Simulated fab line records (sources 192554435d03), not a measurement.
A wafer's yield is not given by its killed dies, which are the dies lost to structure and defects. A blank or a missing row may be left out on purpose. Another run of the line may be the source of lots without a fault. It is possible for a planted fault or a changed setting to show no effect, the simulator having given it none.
fab line records -- flow n5Finfet
record: lots: 7, wafers: 39
route steps=1938 shown SDB@347 HKMG_FIN@438 MOL_CONTACT_COAG@586 BEOL_M5@1129
startH: the number of hours between the record's first day and the start of the first shown wafer of the lot -- waitH: how many hours have passed since the lot's step before this one -- " repeats the value in the row above -- L1.1+2: a row that stands for several wafers -- - no value present, or no start provided -- * or withheld: withheld -- < > ~ a bound
route shown NAME@n: names a module that has steps shown in the file, with the first one's number in the route -- usual: mean/standard deviation taken from wafers without a fault -- same: alike in all rows -- chamber/n: place in a boat -- sites: the reading at each site -- _std_site: their standard deviation -- _edge_site: the outer-site mean with the inner-site mean subtracted -- radiusMm: how far each site lies from the wafer's centre -- mask NAME#n: copy n -- behind: tool/chamber where the wafer was last shaped -- hold: what put the lot on hold/how long, in hours/how the hold closed -- device: names the non-switching transistor (n, p or np) -- end of line: at the end of the route, the tests of the same wafers -- step lacking rows: just its recipe -- killed: not the wafer's yield, but the dies lost to structure and defects at the first sort -- map: per-die view of a wafer (x killed, . not killed, _ where there is no die)
set.NAME: the setting that was run; set.NAME@STEP: the one run at that earlier step -- model.NAME: the simulator's own value behind a step, which no gauge read
lots where settings were altered on purpose, with a table for each step and a row for each wafer
== steps ==
step: N5_SDB_HM_DEP_00
recipe: material: SiNx, targetThkA: 400, tempC: 400, precursor: SiH4/NH3/N2, pressureTorr: 1.5, rfW: 300, timeS: 35.3
lot.wafer,tool,chamber,startH,waitH,set.targetThkA,model.SiNx_of_SDB_HM_DEP_00.thkNm
L076.1+3,pecvd-01,"1,2",80.57,0.0,400,39.6
L076.2,pecvd-01,0,80.57,0.0,400,39.8
L076.4,pecvd-01,0,80.57,0.0,400,40.8
L076.5,pecvd-01,2,80.57,0.0,400,40.4
L076.6,pecvd-01,1,80.57,0.0,400,40.6
L078.1+2,pecvd-01,"0,1",92.78,0.0,400,39.8
L078.3,pecvd-01,2,92.78,0.0,400,39.6
L078.4,pecvd-01,0,92.78,0.0,400,41
L078.5,pecvd-01,1,92.78,0.0,400,40.6
L078.6,pecvd-01,2,92.78,0.0,400,40
L080.1,pecvd-01,0,105.27,0.0,562.8,56.4
L080.2+3,pecvd-01,"1,2",105.27,0.0,400,39.6
L080.4,pecvd-01,2,105.27,0.0,562.8,56.8
L080.5,pecvd-01,0,105.27,0.0,562.8,57.6
L080.6,pecvd-01,1,105.27,0.0,400,40.4
L082.3,pecvd-01,2,112.77,0.0,400,38.8
L082.4,pecvd-01,1,112.77,0.0,400,39.8
L082.5,pecvd-01,0,112.77,0.0,400,40.4
L084.1+3,pecvd-03,0,132.45,0.0,400,40
L084.2,pecvd-03,2,132.45,0.0,551.7,55
L084.4,pecvd-03,2,132.45,0.0,551.7,55.2
L084.5,pecvd-03,2,132.45,0.0,400,39.6
L084.6,pecvd-03,0,132.45,0.0,551.7,56
L091.1+3,pecvd-01,"1,2",167.50,0.0,400,39.4
L091.2,pecvd-01,0,167.50,0.0,596.5,60
L091.4,pecvd-01,2,167.50,0.0,596.5,60.2
L091.5,pecvd-01,1,167.50,0.0,400,40.4
L091.6,pecvd-01,0,167.50,0.0,596.5,60.4
L097.1,pecvd-01,1,207.57,0.0,400,39.6
L097.2,pecvd-01,0,207.57,0.0,400,40.2
L097.3,pecvd-01,2,207.57,0.0,475.4,46.8
L097.4,pecvd-01,1,207.57,0.0,475.4,47.8
L097.5,pecvd-01,2,207.57,0.0,475.4,47.2
L097.6,pecvd-01,0,207.57,0.0,400,40.8
step: N5_SDB_COAT_03
recipe: resist: SOC, tempC: 250, timeS: 60, spinRpm: 1500, resistThkNm: 100
step: N5_SDB_COAT_04
recipe: resist: SiARC, tempC: 220, timeS: 60, spinRpm: 1500, resistThkNm: 18
step: N5_SDB_STRIP_19
recipe: chemistry: N2/H2, tempC: 40, n2FlowSccm: 200, h2FlowSccm: 200, rfFrequencyHz: 6e+07
step: N5_SDB_STRIP_21
recipe: chemistry: CF4, resist: SiARC, powerW: 300, biasPowerW: 75, pressureMtorr: 50, cf4FlowSccm: 150, rfFrequencyHz: 6e+07
step: N5_SDB_HM_OPEN_20
recipe: chemistry: CH3F/O2, target: SiNx, maskMaterial: SOC, targetDepthA: 240, stopOn: poly-Si, overEtchFrac: 0.4, ionEnergyEv: 120, pressureMtorr: 30, sourceW: 395, biasW: 73, Ar_flow_sccm: 150, CH3F_flow_sccm: 30, O2_flow_sccm: 20
lot.wafer,tool,chamber,startH,waitH,set.targetThkA@SDB_HM_DEP_00,model.etch.depthNm
L076.1,rieDiel-02,1,81.83,0.0,400,23.56
L076.2,rieDiel-02,0,81.83,0.0,400,23.82
L076.3,rieDiel-02,2,81.83,0.0,400,23.7
L076.4,rieDiel-02,2,81.83,0.0,400,24.8
L076.5,rieDiel-02,1,81.83,0.0,400,24.47
L076.6,rieDiel-02,0,81.83,0.0,400,24.58
L078.1,rieDiel-01,2,93.56,0.0,400,23.81
L078.2,rieDiel-01,0,93.56,0.0,400,23.74
L078.3,rieDiel-01,1,93.56,0.0,400,23.51
L078.4,rieDiel-01,3,93.56,0.0,400,24.91
L078.5,rieDiel-01,0,93.56,0.0,400,24.53
L078.6,rieDiel-01,1,93.56,0.0,400,24.1
L080.1,rieDiel-05,1,105.91,0.0,562.8,32.85
L080.2,rieDiel-05,3,105.91,0.0,400,23.6
L080.3,rieDiel-05,0,105.91,0.0,400,23.66
L080.4,rieDiel-05,2,105.91,0.0,562.8,34.03
L080.5,rieDiel-05,3,105.91,0.0,562.8,31.98
L080.6,rieDiel-05,0,105.91,0.0,400,24.48
L082.3,rieDiel-01,2,113.54,0.0,400,22.82
L082.4,rieDiel-01,3,113.54,0.0,400,23.82
L082.5,rieDiel-01,1,113.54,0.0,400,24.36
L084.1,rieDiel-05,1,133.12,0.0,400,24.04
L084.2,rieDiel-05,2,133.12,0.0,551.7,34.21
L084.3,rieDiel-05,0,133.12,0.0,400,24.02
L084.4,rieDiel-05,2,133.12,0.0,551.7,34.37
L084.5,rieDiel-05,1,133.12,0.0,400,23.52
L084.6,rieDiel-05,0,133.12,0.0,551.7,32.63
L091.1,rieDiel-02,2,168.27,0.0,400,23.4
L091.2,rieDiel-02,3,168.27,0.0,596.5,33.83
L091.3,rieDiel-02,1,168.27,0.0,400,23.38
L091.4,rieDiel-02,0,168.27,0.0,596.5,33.29
L091.5,rieDiel-02,0,168.27,0.0,400,24.43
L091.6,rieDiel-02,3,168.27,0.0,596.5,33.8
L097.1,rieDiel-02,1,208.74,0.0,400,23.55
L097.2,rieDiel-02,3,208.74,0.0,400,24.21
L097.3,rieDiel-02,0,208.74,0.0,475.4,30.8
L097.4,rieDiel-02,3,208.74,0.0,475.4,31.89
L097.5,rieDiel-02,0,208.74,0.0,475.4,31.21
L097.6,rieDiel-02,1,208.74,0.0,400,24.87
step: N5_SDB_STRIP_22
recipe: chemistry: N2/H2, powerW: 1000, tempC: 250, h2Frac: 0.65, overashFraction: 0.3, pressureMtorr: withheld, n2FlowSccm: 1750, h2FlowSccm: 3250
step: N5_SDB_PRECLEAN_23
recipe: chemistry: dHF, timeS: 30, tempC: 25, dilution: withheld
step: N5_SDB_DUMMY_REMOVE_24
recipe: chemistry: TMAH, tempC: 70, target: poly-Si, stopOn: SiO2, targetDepthNm: 142, concWtPct: 5, timeS: 57, dry: ipaMarangoni, rinseTimeS: 30, rinseTempC: 23
step: N5_SDB_ETCH_25
recipe: chemistry: C4F6/O2, target: SiO2, targetDepthA: 100, timeS: 3.3, ionEnergyEv: 250, maskMaterial: SiNx, pressureMtorr: 30, sourceW: 345, biasW: 185, Ar_flow_sccm: 300, C4F6_flow_sccm: 10, O2_flow_sccm: 10
step: N5_SDB_CUT_ETCH_26
recipe: chemistry: HBr/Cl2/O2, target: Si, targetDepthA: 1296, btTimeS: 20, maskMaterial: SiNx, timeS: 51.8, ionEnergyEv: *, biasW: *, pressureMtorr: 10, icpW: 800, HBr_flow_sccm: 150, Cl2_flow_sccm: 80, O2_flow_sccm: 12
lot.wafer,tool,chamber,startH,waitH,set.targetThkA@SDB_HM_DEP_00,model.SiNx_of_SDB_HM_DEP_00.thkNm
L076.1,rieSi-06,1,82.24,0.1,400,22.6
L076.2,rieSi-06,2,82.24,0.1,400,22
L076.3,rieSi-06,3,82.24,0.1,400,21.8
L076.4,rieSi-06,0,82.24,0.1,400,23.2
L076.5,rieSi-06,1,82.24,0.1,400,23.6
L076.6,rieSi-06,0,82.24,0.1,400,23
L078.1,rieSi-01,2,93.95,0.1,400,22.4
L078.2+3,rieSi-01,"3,0",93.95,0.1,400,21.4
L078.4,rieSi-01,1,93.95,0.1,400,22.8
L078.5,rieSi-01,3,93.95,0.1,400,22.2
L078.6,rieSi-01,2,93.95,0.1,400,22.6
L080.1,rieSi-05,0,106.62,0.1,562.8,38.8
L080.2,rieSi-05,2,106.62,0.1,400,21.6
L080.3,rieSi-05,1,106.62,0.1,400,21.8
L080.4,rieSi-05,3,106.62,0.1,562.8,39.6
L080.5,rieSi-05,3,106.62,0.1,562.8,40.4
L080.6,rieSi-05,2,106.62,0.1,400,22.4
L082.3,rieSi-05,0,113.93,0.1,400,21.2
L082.4,rieSi-05,1,113.93,0.1,400,22
L082.5,rieSi-05,2,113.93,0.1,400,22.2
L084.1+3,rieSi-06,"3,2",133.51,0.1,400,22.2
L084.2+4,rieSi-06,"1,0",133.51,0.1,551.7,37.8
L084.5,rieSi-06,1,133.51,0.1,400,22.4
L084.6,rieSi-06,2,133.51,0.1,551.7,38
L091.1,rieSi-05,2,169.21,0.1,400,21.2
L091.2,rieSi-05,1,169.21,0.1,596.5,42
L091.3,rieSi-05,0,169.21,0.1,400,21.4
L091.4,rieSi-05,3,169.21,0.1,596.5,43.2
L091.5,rieSi-05,0,169.21,0.1,400,22.6
L091.6,rieSi-05,3,169.21,0.1,596.5,43.4
L097.1,rieSi-05,2,209.84,0.1,400,21.2
L097.2,rieSi-05,1,209.84,0.1,400,22
L097.3,rieSi-05,3,209.84,0.1,475.4,29.6
L097.4,rieSi-05,0,209.84,0.1,475.4,30
L097.5,rieSi-05,2,209.84,0.1,475.4,29
L097.6,rieSi-05,3,209.84,0.1,400,23.4
step: N5_HKMG_FIN_ETCH_35
recipe: chemistry: N2/H2, target: SOC, targetDepthA: 2158, ionEnergyEv: 65, biasW: 5, sourceW: 3000, timeS: 243.4, pressureMtorr: 30, n2FlowSccm: 200, h2FlowSccm: 200
lot.wafer,tool,chamber,startH,waitH,set.targetDepthA,model.SOC_of_HKMG_FIN_COAT_29.thkNm,model.etch.depthNm,model.HKMG_FIN.featureDepthNm
L076.1,rieDiel-02,0,90.76,0.0,1280,171.6,129.6,129.6
L076.2,rieDiel-02,2,90.76,0.0,2158,92,208.9,209
L076.3,rieDiel-02,1,90.76,0.0,2158,90.6,209.8,209.8
L076.4,rieDiel-02,1,90.76,0.0,1280,177,122.9,123
L076.5,rieDiel-02,2,90.76,0.0,1280,176.4,124,124
L076.6,rieDiel-02,0,90.76,0.0,2158,82.4,217.8,217.8
L078.1,rieDiel-05,1,103.82,0.0,1504,152.8,148.1,148.2
L078.2,rieDiel-05,2,103.82,0.0,2158,78.6,221.7,221.8
L078.3,rieDiel-05,0,103.82,0.0,2158,96.2,204.6,204.6
L078.4,rieDiel-05,3,103.82,0.0,2158,94.4,205.5,205.6
L078.5,rieDiel-05,2,103.82,0.0,1504,146.6,154.1,154.2
L078.6,rieDiel-05,1,103.82,0.0,1504,152.6,147.6,147.6
L080.1,rieDiel-01,0,115.52,0.0,1515,150,152.4,152.4
L080.2,rieDiel-01,2,115.52,0.0,2158,86.6,214.4,214.4
L080.3,rieDiel-01,1,115.52,0.0,1515,145.4,157.6,157.6
L080.4,rieDiel-01,3,115.52,0.0,2158,86.2,215.4,215.4
L080.5,rieDiel-01,3,115.52,0.0,2158,88,214.3,214.4
L080.6,rieDiel-01,0,115.52,0.0,1515,148,152.6,152.6
L082.3,rieDiel-01,3,123.69,0.0,2158,83,216.7,216.8
L082.4,rieDiel-01,1,123.69,0.0,2158,72.6,227.1,227
L082.5,rieDiel-01,0,123.69,0.0,2158,84,215.5,215.6
L084.1,rieDiel-02,3,142.90,0.0,2158,81,220.5,220.6
L084.2,rieDiel-02,1,142.90,0.0,879,215.2,85.34,85.4
L084.3,rieDiel-02,2,142.90,0.0,879,215.2,85.37,85.4
L084.4,rieDiel-02,0,142.90,0.0,2158,85,215.6,215.6
L084.5,rieDiel-02,2,142.90,0.0,2158,91.2,209.5,209.6
L084.6,rieDiel-02,3,142.90,0.0,879,211.6,89.21,89.2
L091.1,rieDiel-02,1,177.82,0.0,2158,90.4,209.3,209.2
L091.2,rieDiel-02,3,177.82,0.0,1783,119,181.3,181.4
L091.3,rieDiel-02,2,177.82,0.0,2158,94.6,205.4,205.4
L091.4,rieDiel-02,0,177.82,0.0,1783,120,179.9,180
L091.5,rieDiel-02,1,177.82,0.0,1783,128.4,171.2,171.2
L091.6,rieDiel-02,2,177.82,0.0,2158,94.8,205.4,205.4
L097.1,rieDiel-02,3,218.42,0.0,3014,0,309.6,309.6
L097.2,rieDiel-02,0,218.42,0.0,2158,84.6,216.9,217
L097.3,rieDiel-02,1,218.42,0.0,3014,8.8,291.4,291.4
L097.4,rieDiel-02,0,218.42,0.0,2158,83.6,217.9,217.8
L097.5,rieDiel-02,3,218.42,0.0,3014,0,310.8,310.8
L097.6,rieDiel-02,1,218.42,0.0,2158,90.4,210.2,210.2
step: N5_MOL_CONTACT_COAG_VIA_ETCH_46
recipe: chemistry: C4F6/O2, targetDepthA: 460, overetchA: 92, maskMaterial: SOC, target: SiO2, biasW: 455, pressureMtorr: 10, timeS: 40, sourceW: 325, Ar_flow_sccm: 300, C4F6_flow_sccm: 10, O2_flow_sccm: 10, ionEnergyEv: 575.3, ends: endPoint
lot.wafer,tool,chamber,startH,waitH,set.targetDepthA,model.SOC_of_MOL_CONTACT_COAG_COAT_75.thkNm
L076.1+2,rieDiel-02,"3,0",116.39,0.0,460,50.6
L076.3,rieDiel-02,2,116.39,0.0,460,51
L076.4+6,rieDiel-02,"1,0",116.39,0.0,341.5,52.2
L076.5,rieDiel-02,1,116.39,0.0,341.5,52.4
L078.1,rieDiel-02,0,127.43,0.0,674.9,48
L078.2,rieDiel-02,1,127.43,0.0,460,51
L078.3,rieDiel-02,3,127.43,0.0,460,50.6
L078.4+6,rieDiel-02,"2,1",127.43,0.0,674.9,48.6
L078.5,rieDiel-02,0,127.43,0.0,460,50.8
L080.1+2,rieDiel-02,"2,3",136.51,0.0,248.4,53.8
L080.3,rieDiel-02,1,136.51,0.0,460,51.2
L080.4+6,rieDiel-02,"0,3",136.51,0.0,460,51
L080.5,rieDiel-02,2,136.51,0.0,248.4,54
L082.3+4,rieDiel-02,"2,3",151.20,0.0,460,51
L082.5,rieDiel-02,2,151.20,0.0,460,51.2
L084.1+2+4,rieDiel-02,"1,3,0",166.79,0.0,696.4,47.8
L084.3,rieDiel-02,2,166.79,0.0,460,50.8
L084.5,rieDiel-02,2,166.79,0.0,460,51
L084.6,rieDiel-02,3,166.79,0.0,460,50.4
L091.1+5,rieDiel-01,2,200.86,0.0,335.4,52.2
L091.2+4,rieDiel-01,3,200.86,0.0,460,51
L091.3,rieDiel-01,1,200.86,0.0,460,50.4
L091.6,rieDiel-01,1,200.86,0.0,335.4,52
L097.1+3,rieDiel-02,"3,1",240.36,0.0,460,50.6
L097.2+4,rieDiel-02,"2,0",240.36,0.0,389.5,51.4
L097.5,rieDiel-02,2,240.36,0.0,389.5,51.6
L097.6,rieDiel-02,3,240.36,0.0,460,50.4
step: N5_MOL_CONTACT_COAG_STRIP_96
recipe: chemistry: N2/H2, powerW: 500, tempC: 40, pressureMtorr: 50, rfFrequencyHz: 6e+07, overashFraction: 0.3, biasPowerW: 28, h2Frac: 0.5, n2FlowSccm: 300, h2FlowSccm: 300
step: N5_MOL_CONTACT_COAG_ETCH_47
recipe: chemistry: CH3F/O2, target: SiNx, targetDepthA: 270, maskMaterial: SiO2, stopOn: W, overEtchFrac: 0.2, ionEnergyEv: 120, endpoint: OES-CN, pressureMtorr: 30, sourceW: 395, biasW: 73, Ar_flow_sccm: 150, CH3F_flow_sccm: 30, O2_flow_sccm: 20, ends: endPoint
usual: etchRfOnTimeS: 31.4/0.6
lot.wafer,tool,chamber,startH,waitH,set.targetDepthA@MOL_CONTACT_COAG_VIA_ETCH_46,etchRfOnTimeS
L076.1,rieDiel-02,3,116.50,0.0,460,30.9
L076.2,rieDiel-02,0,116.50,0.0,460,31.4
L076.3,rieDiel-02,2,116.50,0.0,460,31.8
L076.4,rieDiel-02,1,116.50,0.0,341.5,32.3
L076.5,rieDiel-02,1,116.50,0.0,341.5,31.8
L076.6,rieDiel-02,0,116.50,0.0,341.5,31.4
L078.1,rieDiel-02,0,127.54,0.0,674.9,30.8
L078.2,rieDiel-02,1,127.54,0.0,460,31.5
L078.3,rieDiel-02,3,127.54,0.0,460,30.6
L078.4,rieDiel-02,2,127.54,0.0,674.9,30.8
L078.5,rieDiel-02,0,127.54,0.0,460,30.7
L078.6,rieDiel-02,1,127.54,0.0,674.9,31.8
L080.1,rieDiel-02,2,136.61,0.0,248.4,50.8
L080.2,rieDiel-02,3,136.61,0.0,248.4,50.8
L080.3,rieDiel-02,1,136.61,0.0,460,31.7
L080.4,rieDiel-02,0,136.61,0.0,460,30.8
L080.5,rieDiel-02,2,136.61,0.0,248.4,50.8
L080.6,rieDiel-02,3,136.61,0.0,460,30.9
L082.3,rieDiel-02,2,151.31,0.0,460,31.5
L082.4,rieDiel-02,3,151.31,0.0,460,31.0
L082.5,rieDiel-02,2,151.31,0.0,460,31.5
L084.1,rieDiel-02,1,166.90,0.0,696.4,31.7
L084.2,rieDiel-02,3,166.90,0.0,696.4,31.1
L084.3,rieDiel-02,2,166.90,0.0,460,31.3
L084.4,rieDiel-02,0,166.90,0.0,696.4,31.2
L084.5,rieDiel-02,2,166.90,0.0,460,31.8
L084.6,rieDiel-02,3,166.90,0.0,460,31.0
L091.1,rieDiel-01,2,200.97,0.0,335.4,30.5
L091.2,rieDiel-01,3,200.97,0.0,460,30.9
L091.3,rieDiel-01,1,200.97,0.0,460,30.4
L091.4,rieDiel-01,3,200.97,0.0,460,30.9
L091.5,rieDiel-01,2,200.97,0.0,335.4,30.4
L091.6,rieDiel-01,1,200.97,0.0,335.4,30.0
L097.1,rieDiel-02,3,240.47,0.0,460,31.3
L097.2,rieDiel-02,2,240.47,0.0,389.5,31.6
L097.3,rieDiel-02,1,240.47,0.0,460,31.5
L097.4,rieDiel-02,0,240.47,0.0,389.5,31.3
L097.5,rieDiel-02,2,240.47,0.0,389.5,31.5
L097.6,rieDiel-02,3,240.47,0.0,460,30.9
step: N5_BEOL_M5_DESCUM_16
recipe: chemistry: O2, timeS: 7, sourcePowerW: 50, biasPowerW: 20, pressureMtorr: 20, rfFrequencyHz: 2.712e+07, tempC: 40, resist: CAR-EUV, o2FlowSccm: 225
lot.wafer,tool,chamber,startH,waitH,set.timeS,model.CAR-EUV_of_BEOL_M5_COAT_05.thkNm
L076.1,rieDiel-06,1,192.55,0.1,7,26.2
L076.2+3+4,rieDiel-06,"0,2,3",192.55,0.1,9.249,25
L076.5+6,rieDiel-06,"2,3",192.55,0.1,7,26
L078.1+4,rieDiel-06,"1,3",218.86,0.1,5.197,27
L078.2+5+6,rieDiel-06,"0,3,2",218.86,0.1,7,26
L078.3,rieDiel-06,2,218.86,0.1,5.197,26.8
L080.1+6,rieDiel-03,0,222.47,0.0,7,26.2
L080.2,rieDiel-03,3,222.47,0.0,7,26
L080.3,rieDiel-03,1,222.47,0.0,8.999,25.4
L080.4,rieDiel-03,2,222.47,0.0,8.999,25.2
L080.5,rieDiel-03,3,222.47,0.0,8.999,25
L082.3+4+5,rieDiel-06,"3,2,2",224.71,0.0,7,26
L084.1+4,rieDiel-04,"1,0",247.40,0.6,7,26
L084.2+3,rieDiel-04,"2,3",247.40,0.6,8.629,25.2
L084.5,rieDiel-04,1,247.40,0.6,8.629,25
L084.6,rieDiel-04,0,247.40,0.6,7,25.8
L091.1+2+5,rieDiel-04,"2,3,3",305.08,0.0,8.909,25.2
L091.3+4+6,rieDiel-04,"0,1,0",305.08,0.0,7,26
L097.1+2+3,rieDiel-06,"1,3,2",321.84,0.0,3.046,28
L097.4,rieDiel-06,0,321.84,0.0,7,26.2
L097.5+6,rieDiel-06,"2,3",321.84,0.0,7,26
== key ==
split: step: N5_SDB_HM_DEP_00, setting: targetThkA, stated: 400, by: wafer
response: step: N5_SDB_HM_DEP_00, reading: model.SiNx_of_SDB_HM_DEP_00.thkNm, change: +0.413, per: 1%, r: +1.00
response: step: N5_SDB_HM_OPEN_20, reading: model.etch.depthNm, change: +0.232, per: 1%, r: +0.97
response: step: N5_SDB_CUT_ETCH_26, reading: model.SiNx_of_SDB_HM_DEP_00.thkNm, change: +0.424, per: 1%, r: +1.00
split: step: N5_HKMG_FIN_ETCH_35, setting: targetDepthA, stated: 2158, by: wafer
response: step: N5_HKMG_FIN_ETCH_35, reading: model.SOC_of_HKMG_FIN_COAT_29.thkNm, change: -2.1, per: 1%, r: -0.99
response: step: N5_HKMG_FIN_ETCH_35, reading: model.etch.depthNm, change: +2.13, per: 1%, r: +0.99
response: step: N5_HKMG_FIN_ETCH_35, reading: model.HKMG_FIN.featureDepthNm, change: +2.13, per: 1%, r: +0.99
split: step: N5_MOL_CONTACT_COAG_VIA_ETCH_46, setting: targetDepthA, stated: 460, by: wafer
response: step: N5_MOL_CONTACT_COAG_VIA_ETCH_46, reading: model.SOC_of_MOL_CONTACT_COAG_COAT_75.thkNm, change: -0.0562, per: 1%, r: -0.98
response: step: N5_MOL_CONTACT_COAG_ETCH_47, reading: etchRfOnTimeS, shape: bent, atLowest: *, atStated: *, atHighest: *
split: step: N5_BEOL_M5_DESCUM_16, setting: timeS, stated: 7, by: wafer
response: step: N5_BEOL_M5_DESCUM_16, reading: model.CAR-EUV_of_BEOL_M5_COAT_05.thkNm, change: -0.0336, per: 1%, r: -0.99
